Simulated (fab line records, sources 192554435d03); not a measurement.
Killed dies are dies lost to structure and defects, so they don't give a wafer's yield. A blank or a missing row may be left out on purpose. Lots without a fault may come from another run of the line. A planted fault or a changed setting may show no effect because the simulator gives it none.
Chamber matching | flow n5_finfet | N5_DUMMY_GATE_HM_OPEN_21 on rie_diel-06: 4 sister chambers
The step chemistry CH3F/O2, target SiNx, target depth 120 nm, time 171.4 s. 20 wafers are shown with their chamber, then 10 later ones without.

WAFERS WITH THEIR CHAMBER
wafer  | chamber | showerhead_plenum_p_Torr (Torr) | drypump_motor_current_A (A) | throttle_valve_pct (%)
L075.4 | 0       | 2.02                            | 5.4                         | 16.66
L075.5 | 1       | 1.92                            | 5.7                         | 16.63
L075.6 | 0       | 2.02                            | 5.4                         | 16.65
L077.4 | 1       | 1.92                            | 5.7                         | 16.64
L077.5 | 1       | 1.92                            | 5.7                         | 16.65
L077.6 | 0       | 2.02                            | 5.4                         | 16.67
L084.2 | 1       | 1.91                            | 5.7                         | 16.66
L084.3 | 2       | 2.05                            | 5.8                         | 16.49
L084.4 | 0       | 2.02                            | 5.4                         | 16.69
L086.4 | 3       | 1.99                            | 5.2                         | 16.76
L086.5 | 3       | 1.99                            | 5.2                         | 16.78
L086.6 | 2       | 2.05                            | 5.9                         | 16.49
L087.2 | 1       | 1.91                            | 5.7                         | 16.66
L087.4 | 1       | 1.91                            | 5.7                         | 16.67
L087.5 | 2       | 2.05                            | 5.8                         | 16.50
L088.2 | 1       | 1.91                            | 5.7                         | 16.68
L088.3 | 2       | 2.05                            | 5.8                         | 16.50
L088.5 | 1       | 1.91                            | 5.7                         | 16.66
L091.1 | 3       | 1.99                            | 5.2                         | 16.78
L091.3 | 0       | 2.01                            | 5.4                         | 16.71

SIGNATURES (means of the wafers above)
reading                  | chamber 0 | chamber 1 | chamber 2 | chamber 3 | scatter within a chamber
showerhead_plenum_p_Torr | 2.0180    | 1.9137    | 2.0500    | 1.9900    | 0.00409
drypump_motor_current_A  | 5.400     | 5.700     | 5.825     | 5.200     | 0.0217
throttle_valve_pct       | 16.6760   | 16.6562   | 16.4950   | 16.7733   | 0.0167
Rule: a wafer's distance from a chamber is the root of the sum, over the readings, of the square of ((its reading less the chamber's mean) divided by the reading's scatter). The wafer belongs to the nearest chamber; if the next one is less than 2 further off, it can't be placed. The scatter: the root of (the sum of the squares of (reading less its chamber's mean) over the shown wafers, divided by (wafers less chambers)).

WAFERS WITHOUT THEIR CHAMBER
wafer  | showerhead_plenum_p_Torr (Torr) | drypump_motor_current_A (A) | throttle_valve_pct (%)
L091.6 | 1.99                            | 5.2                         | 16.79
L093.1 | 2.04                            | 5.8                         | 16.52
L093.3 | 1.99                            | 5.2                         | 16.79
L093.6 | 2.01                            | 5.4                         | 16.72
L094.1 | 2.01                            | 5.4                         | 16.70
L094.2 | 1.98                            | 5.1                         | 16.82
L094.3 | 2.04                            | 5.8                         | 16.52
L097.1 | 2.01                            | 5.4                         | 16.73
L097.3 | 2.16                            | 5.7                         | 16.24
L097.6 | 2.04                            | 5.8                         | 16.55

WHICH CHAMBER EACH WENT THROUGH
wafer  | from the rows above | in truth
L091.6 | 3                   | 3
L093.1 | 2                   | 2
L093.3 | 3                   | 3
L093.6 | 0                   | 0
L094.1 | 0                   | 0
L094.2 | 3                   | 3
L094.3 | 2                   | 2
L097.1 | 0                   | 0
L097.3 | 2                   | 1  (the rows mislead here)
L097.6 | 2                   | 2
Placed correctly: 9 of 10. Can't be placed from these rows: 0. Placed wrongly: 1.
